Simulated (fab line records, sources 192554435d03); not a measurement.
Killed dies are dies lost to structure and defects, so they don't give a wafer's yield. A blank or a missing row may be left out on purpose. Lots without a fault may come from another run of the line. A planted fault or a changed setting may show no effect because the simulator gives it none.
Split-lot experiment | flow n5_finfet | 7 lots, 39 wafers read, on a route of 1938 steps

THE SPLIT
At N5_BEOL_M6_TRENCH_ETCH_37 (etches SiCOH lowk in C4F6/O2, target depth 94.435 nm, time 31.5 s), the setting target_depth_a was moved away from the recipe's 944.35 angstrom on 15 of the 39 wafers read, by -27.5% to +54.8%. The other wafers ran this setting at the recipe's value.

FROM THE SPLIT TO THE READING: what the file shows between them, 8 steps
- N5_BEOL_M6_ETCH_41: etches SiCN in CH3F/O2, target depth 29.7 nm, time 52 s
- N5_BEOL_M6_STRIP_80: strips in N2/H2, time 10 s
- N5_BEOL_M6_OCD_MEAS_38
- N5_BEOL_M6_HM_STRIP_39: strips TiN in peroxide tin strip, target depth 25 nm, time 158 s
- N5_BEOL_M6_SRD_40: time 30 s
- N5_BEOL_M6_ECD_50: material Cu, target thk 300 nm
- N5_BEOL_M6_ANNEAL_51: time 90 s
- N5_BEOL_M6_CMP_52: polishes, stops on SiCOH lowk, t overpolish 6.9 s, target thk 80 nm

THE READING
M6_THK, in nm, at N5_BEOL_M6_THK_MEAS_53 (measures by xrf). Fault-free wafers of this fab line usually give 79.9 nm, standard deviation 2.3 nm.

wafer  | tool, chamber at the split | target_depth_a as run, angstrom | against the recipe | M6_THK, nm | against lot-mates on the recipe
L074.1 | rie_diel-05, 2             | 944.35                          | recipe             | 81.3       | -
L074.2 | rie_diel-05, 1             | 944.35                          | recipe             | 80.0       | -
L074.3 | rie_diel-05, 0             | 944.35                          | recipe             | 83.0       | -
L074.4 | rie_diel-05, 0             | 944.35                          | recipe             | 79.6       | -
L074.5 | rie_diel-05, 1             | 944.35                          | recipe             | 80.2       | -
L074.6 | rie_diel-05, 2             | 944.35                          | recipe             | 80.2       | -
L075.1 | rie_diel-05, 3             | 1332                            | +41.0%             | 121.7      | +41.8
L075.2 | rie_diel-05, 2             | 944.35                          | recipe             | 78.8       | -
L075.3 | rie_diel-05, 1             | 944.35                          | recipe             | 79.9       | -
L075.4 | rie_diel-05, 0             | 1332                            | +41.0%             | 119.9      | +40.0
L075.5 | rie_diel-05, 1             | 1332                            | +41.0%             | 116.9      | +37.0
L075.6 | rie_diel-05, 0             | 944.35                          | recipe             | 81.1       | -
L083.1 | rie_diel-03, 1             | 944.35                          | recipe             | 80.2       | -
L083.2 | rie_diel-03, 3             | 1086                            | +15.0%             | 91.7       | +13.0
L083.3 | rie_diel-03, 2             | 1086                            | +15.0%             | 87.9       | +9.2
L083.4 | rie_diel-03, 0             | 1086                            | +15.0%             | 91.3       | +12.6
L083.5 | rie_diel-03, 0             | 944.35                          | recipe             | 77.3       | -
L083.6 | rie_diel-03, 1             | 944.35                          | recipe             | 78.5       | -
L089.1 | rie_diel-05, 2             | 944.35                          | recipe             | 78.0       | -
L089.2 | rie_diel-05, 3             | 1462                            | +54.8%             | 133.5      | +56.5
L089.3 | rie_diel-05, 1             | 944.35                          | recipe             | 76.3       | -
L089.4 | rie_diel-05, 3             | 1462                            | +54.8%             | 136.0      | +59.0
L089.5 | rie_diel-05, 1             | 944.35                          | recipe             | 76.6       | -
L089.6 | rie_diel-05, 2             | 1462                            | +54.8%             | 129.0      | +52.0
L086.1 | rie_diel-05, 3             | 944.35                          | recipe             | 84.8       | -
L086.2 | rie_diel-05, 2             | 684.6                           | -27.5%             | 53.5       | -27.7
L086.3 | rie_diel-05, 1             | 944.35                          | recipe             | 79.9       | -
L086.4 | rie_diel-05, 1             | 684.6                           | -27.5%             | 53.4       | -27.8
L086.5 | rie_diel-05, 2             | 944.35                          | recipe             | 79.0       | -
L086.6 | rie_diel-05, 3             | 684.6                           | -27.5%             | 56.4       | -24.8
L092.2 | rie_diel-03, 0             | 944.35                          | recipe             | 81.1       | -
L092.4 | rie_diel-03, 3             | 944.35                          | recipe             | 79.8       | -
L092.5 | rie_diel-03, 0             | 944.35                          | recipe             | 80.5       | -
L094.1 | rie_diel-05, 2             | 773.5                           | -18.1%             | 62.1       | -17.1
L094.2 | rie_diel-05, 3             | 944.35                          | recipe             | 82.3       | -
L094.3 | rie_diel-05, 0             | 944.35                          | recipe             | 77.9       | -
L094.4 | rie_diel-05, 1             | 944.35                          | recipe             | 77.3       | -
L094.5 | rie_diel-05, 0             | 773.5                           | -18.1%             | 62.7       | -16.5
L094.6 | rie_diel-05, 1             | 773.5                           | -18.1%             | 61.3       | -17.9

THE FIT
A straight line over all 39 wafers: M6_THK changes by +0.955 nm for each +1% of target_depth_a; r = +0.99; the points scatter about the line by 2.3 nm.
The same after taking each lot's own level away (the mean of its wafers on the recipe; 39 wafers): +0.986 nm for each +1%; r = +1.00; scatter 2 nm.
On that fit, the largest move of target_depth_a shifts the reading by 54 nm.
The lots' own levels span 76.97 to 81.23 nm, that is 1.9 times the standard deviation above.
So the lot-to-lot level changes the slope little: the two slopes agree.
Check: with one of the wafers moved furthest among these (+54.8%) left out of the fit, the line predicts +53.4 nm for it against its lot-mates. It came out at +56.5 nm against them.

THE WHOLE CHAIN: every reading that the file lists as answering this split, in the file's order
step                      | what it does                                                        | reading                                                                          | change (the file's fit)                                                              | r (the file's)
N5_BEOL_M6_TRENCH_ETCH_37 | etches SiCOH lowk in C4F6/O2, target depth 94.435 nm, time 31.5 s   | etch.depth_nm (the simulator's own value, which no gauge read)                   | +0.971 nm for each +1% of the setting                                                | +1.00
N5_BEOL_M6_TRENCH_ETCH_37 | etches SiCOH lowk in C4F6/O2, target depth 94.435 nm, time 31.5 s   | BEOL_M6.feature_depth_nm (the simulator's own value, which no gauge read)        | +0.971 nm for each +1% of the setting                                                | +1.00
N5_BEOL_M6_TRENCH_ETCH_37 | etches SiCOH lowk in C4F6/O2, target depth 94.435 nm, time 31.5 s   | TiN_of_BEOL_M6_HM_DEP_02.thk_nm (the simulator's own value, which no gauge read) | -0.0246 nm for each +1% of the setting                                               | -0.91
N5_BEOL_M6_OCD_MEAS_38    |                                                                     | trench_depth_nm                                                                  | +0.971 nm for each +1% of the setting                                                | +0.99
N5_BEOL_M6_CMP_52         | polishes, stops on SiCOH lowk, t overpolish 6.9 s, target thk 80 nm | Cu_of_BEOL_M6_ECD_50.thk_nm (the simulator's own value, which no gauge read)     | +0.987 nm for each +1% of the setting                                                | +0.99
N5_BEOL_M6_THK_MEAS_53    | measures by xrf                                                     | M6_THK                                                                           | +0.985 for each +1% of the setting                                                   | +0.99
N5_BEOL_M6_RS_MEAS_57     | measures by four-point-probe                                        | M6_RS                                                                            | not straight: 0.456 at the lowest setting, 0.288 at the recipe, 0.160 at the highest | not given

THE FILE'S OWN FIT
M6_THK changes by +0.985 nm for each +1% of target_depth_a, r = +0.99.
